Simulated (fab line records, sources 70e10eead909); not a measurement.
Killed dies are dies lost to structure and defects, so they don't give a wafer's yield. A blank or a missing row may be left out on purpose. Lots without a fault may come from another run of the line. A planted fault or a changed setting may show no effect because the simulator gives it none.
Chamber matching | flow nand_harc | NHARC_A_STAIRCASE_TRIM_187 on rie_diel-09: 4 sister chambers
The step chemistry O2, time 211.2 s. 8 wafers are shown with their chamber, then 8 later ones without.

WAFERS WITH THEIR CHAMBER
wafer  | chamber | showerhead_plenum_p_Torr (Torr) | drypump_motor_current_A (A)
L076.4 | 3       | 3.55                            | 4.9
L078.4 | 2       | 3.40                            | 5.6
L084.1 | 3       | 3.53                            | 4.8
L084.4 | 1       | 3.36                            | 5.5
L083.2 | 0       | 3.76                            | 5.8
L083.4 | 1       | 3.36                            | 5.5
L083.5 | 0       | 3.76                            | 5.8
L086.1 | 2       | 3.38                            | 5.5

WAFERS WITHOUT THEIR CHAMBER
wafer  | showerhead_plenum_p_Torr (Torr) | drypump_motor_current_A (A)
L086.4 | 3.53                            | 4.9
L086.6 | 3.75                            | 5.8
L096.1 | 3.37                            | 5.6
L096.2 | 3.74                            | 5.8
L096.4 | 3.35                            | 5.5
L095.1 | 3.51                            | 4.9
L095.3 | 3.74                            | 5.8
L095.5 | 3.37                            | 5.6

WHICH CHAMBER EACH WENT THROUGH
wafer  | from the rows above     | in truth
L086.4 | 3                       | 3
L086.6 | 0                       | 0
L096.1 | can't be placed: 2 or 1 | 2
L096.2 | 0                       | 0
L096.4 | 1                       | 1
L095.1 | 3                       | 3
L095.3 | 0                       | 0
L095.5 | can't be placed: 2 or 1 | 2
Placed correctly: 6 of 8. Can't be placed from these rows: 2 (the true chamber is among the candidates in 2). Placed wrongly: 0.
How it was worked out, from the rows above alone: a wafer's distance from a chamber is the root of the sum, over the readings, of the square of ((its reading less the chamber's mean) divided by the reading's scatter). The wafer belongs to the nearest chamber; if the next one is less than 2 further off, it can't be placed. A chamber's mean is the mean of its shown wafers. The scatter: the root of (the sum of the squares of (reading less its chamber's mean) over the shown wafers, divided by (wafers less chambers)).
